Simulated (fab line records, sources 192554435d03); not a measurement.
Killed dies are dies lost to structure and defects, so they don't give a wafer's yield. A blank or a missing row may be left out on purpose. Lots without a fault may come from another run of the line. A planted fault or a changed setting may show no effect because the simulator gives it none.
Split-lot experiment | flow n5_finfet | 7 lots, 39 wafers read, on a route of 1938 steps

THE SPLIT
At N5_MOL_CONTACT_COAG_PECVD_31 (deposits SiO2 from TEOS/O2, target thk 46 nm, time 8.9 s), the setting time_s was moved away from the recipe's 8.9 s on 12 of the 39 wafers read, by -59.1% to +57.4%. The other wafers ran this setting at the recipe's value.

FROM THE SPLIT TO THE READING: what the file shows between them, 4 steps
- N5_MOL_CONTACT_COAG_COAT_75: time 60 s, resist thk 60 nm
- N5_MOL_CONTACT_COAG_COAT_76: time 60 s, resist thk 10 nm
- N5_MOL_CONTACT_COAG_ETCHBACK_135: etches SiO2 in CHF3, target depth 25 nm, time 16.7 s
- N5_MOL_CONTACT_COAG_STRIP_118: strips in CHF3

THE READING
etch.depth_nm (the simulator's own value, which no gauge read), in nm, at N5_MOL_CONTACT_COAG_VIA_ETCH_46 (etches SiO2 in C4F6/O2, target depth 46 nm, overetch 9.2 nm, time 40 s). The file gives no usual value for it. The 27 wafers here that ran the recipe average 45.80 nm, standard deviation 0.61 nm.

wafer  | tool, chamber at the split | time_s as run, s | against the recipe | etch.depth_nm, nm | against lot-mates on the recipe
L078.1 | pecvd-03, 1                | 8.9              | recipe             | 46.58             | -
L078.2 | pecvd-03, 2                | 8.9              | recipe             | 45.7              | -
L078.3 | pecvd-03, 0                | 8.9              | recipe             | 44.85             | -
L078.4 | pecvd-03, 1                | 8.9              | recipe             | 46.7              | -
L078.5 | pecvd-03, 0                | 8.9              | recipe             | 45.98             | -
L078.6 | pecvd-03, 2                | 8.9              | recipe             | 46.83             | -
L081.1 | pecvd-03, 2                | 8.9              | recipe             | 45.27             | -
L081.2 | pecvd-03, 1                | 8.9              | recipe             | 44.94             | -
L081.3 | pecvd-03, 0                | 8.9              | recipe             | 44.74             | -
L081.4 | pecvd-03, 2                | 8.9              | recipe             | 45.9              | -
L081.5 | pecvd-03, 1                | 8.9              | recipe             | 45.92             | -
L081.6 | pecvd-03, 0                | 8.9              | recipe             | 45.5              | -
L083.1 | pecvd-04, 1                | 8.9              | recipe             | 45.39             | -
L083.2 | pecvd-04, 0                | 8.9              | recipe             | 45.5              | -
L083.3 | pecvd-04, 2                | 3.64             | -59.1%             | 18.91             | -26.74
L083.4 | pecvd-04, 0                | 8.9              | recipe             | 46.05             | -
L083.5 | pecvd-04, 1                | 3.64             | -59.1%             | 19.3              | -26.35
L083.6 | pecvd-04, 2                | 3.64             | -59.1%             | 19.88             | -25.77
L086.1 | pecvd-01, 2                | 8.9              | recipe             | 46.02             | -
L086.2 | pecvd-01, 1                | 8.9              | recipe             | 46.29             | -
L086.3 | pecvd-01, 1                | 13.19            | +48.2%             | 55.42             | +8.95
L086.4 | pecvd-01, 2                | 13.19            | +48.2%             | 55.4              | +8.93
L086.5 | pecvd-01, 1                | 8.9              | recipe             | 47.1              | -
L086.6 | pecvd-01, 2                | 13.19            | +48.2%             | 55.78             | +9.31
L091.1 | pecvd-04, 1                | 8.9              | recipe             | 45.4              | -
L091.4 | pecvd-04, 1                | 8.9              | recipe             | 46.1              | -
L091.6 | pecvd-04, 0                | 8.9              | recipe             | 46.66             | -
L092.1 | pecvd-03, 1                | 4.932            | -44.6%             | 25.9              | -19.72
L092.2 | pecvd-03, 0                | 4.932            | -44.6%             | 25.34             | -20.28
L092.3 | pecvd-03, 0                | 8.9              | recipe             | 45.6              | -
L092.4 | pecvd-03, 1                | 8.9              | recipe             | 45.98             | -
L092.5 | pecvd-03, 0                | 8.9              | recipe             | 45.27             | -
L092.6 | pecvd-03, 1                | 4.932            | -44.6%             | 25.82             | -19.80
L096.1 | pecvd-03, 0                | 14.01            | +57.4%             | 54.3              | +8.90
L096.2 | pecvd-03, 1                | 8.9              | recipe             | 45.43             | -
L096.3 | pecvd-03, 2                | 8.9              | recipe             | 44.97             | -
L096.4 | pecvd-03, 2                | 8.9              | recipe             | 45.8              | -
L096.5 | pecvd-03, 1                | 14.01            | +57.4%             | 54.69             | +9.29
L096.6 | pecvd-03, 0                | 14.01            | +57.4%             | 53.91             | +8.51

THE FIT
A straight line over all 39 wafers: etch.depth_nm changes by +0.308 nm for each +1% of time_s; r = +0.93; the points scatter about the line by 3.6 nm.
The same after taking each lot's own level away (the mean of its wafers on the recipe; 39 wafers): +0.306 nm for each +1%; r = +0.93; scatter 3.5 nm.
On that fit, the largest move of time_s shifts the reading by 18 nm.
The lots' own levels span 45.378 to 46.470 nm, that is 1.8 times the standard deviation above.
So the lot-to-lot level changes the slope little: the two slopes agree.
Check: with one of the wafers moved furthest among these (-59.1%) left out of the fit, the line predicts -19.3 nm for it against its lot-mates. It came out at -26.7 nm against them.

OTHER SPLITS ON THESE WAFERS
These wafers also went through other splits before the reading. Each is held against what the fit with the lots' levels taken away leaves over:
other split on the same wafers     | wafers away from the commonest value | r with etch.depth_nm (lot level and that fit taken away)
N5_FIN_SAQP_HM_DEP_03 target_thk_a | 9                                    | +0.01
N5_HKMG_FIN_CVD_62 time_s          | 18                                   | +0.43

THE WHOLE CHAIN: every reading that the file lists as answering this split, in the file's order
step                            | what it does                                                           | reading                                                                                   | change (the file's fit)                                                                       | r (the file's)
N5_MOL_CONTACT_COAG_PECVD_31    | deposits SiO2 from TEOS/O2, target thk 46 nm, time 8.9 s               | SiO2_of_MOL_CONTACT_COAG_PECVD_31.thk_nm (the simulator's own value, which no gauge read) | +0.443 nm for each +1% of the setting                                                         | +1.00
N5_MOL_CONTACT_COAG_VIA_ETCH_46 | etches SiO2 in C4F6/O2, target depth 46 nm, overetch 9.2 nm, time 40 s | etch.depth_nm (the simulator's own value, which no gauge read)                            | +0.305 nm for each +1% of the setting                                                         | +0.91
N5_MOL_CONTACT_COAG_ETCH_47     | etches SiNx in CH3F/O2, stops on W, target depth 27 nm                 | etch_rf_on_time_s                                                                         | not straight: withheld at the lowest setting, withheld at the recipe, withheld at the highest | not given
N5_MOL_CONTACT_COAG_ETCH_47     | etches SiNx in CH3F/O2, stops on W, target depth 27 nm                 | etch.over_etch_s (the simulator's own value, which no gauge read)                         | not straight: 5.24 at the lowest setting, 5.211 at the recipe, 0 at the highest               | not given

THE FILE'S OWN FIT
etch.depth_nm changes by +0.305 nm for each +1% of time_s, r = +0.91.
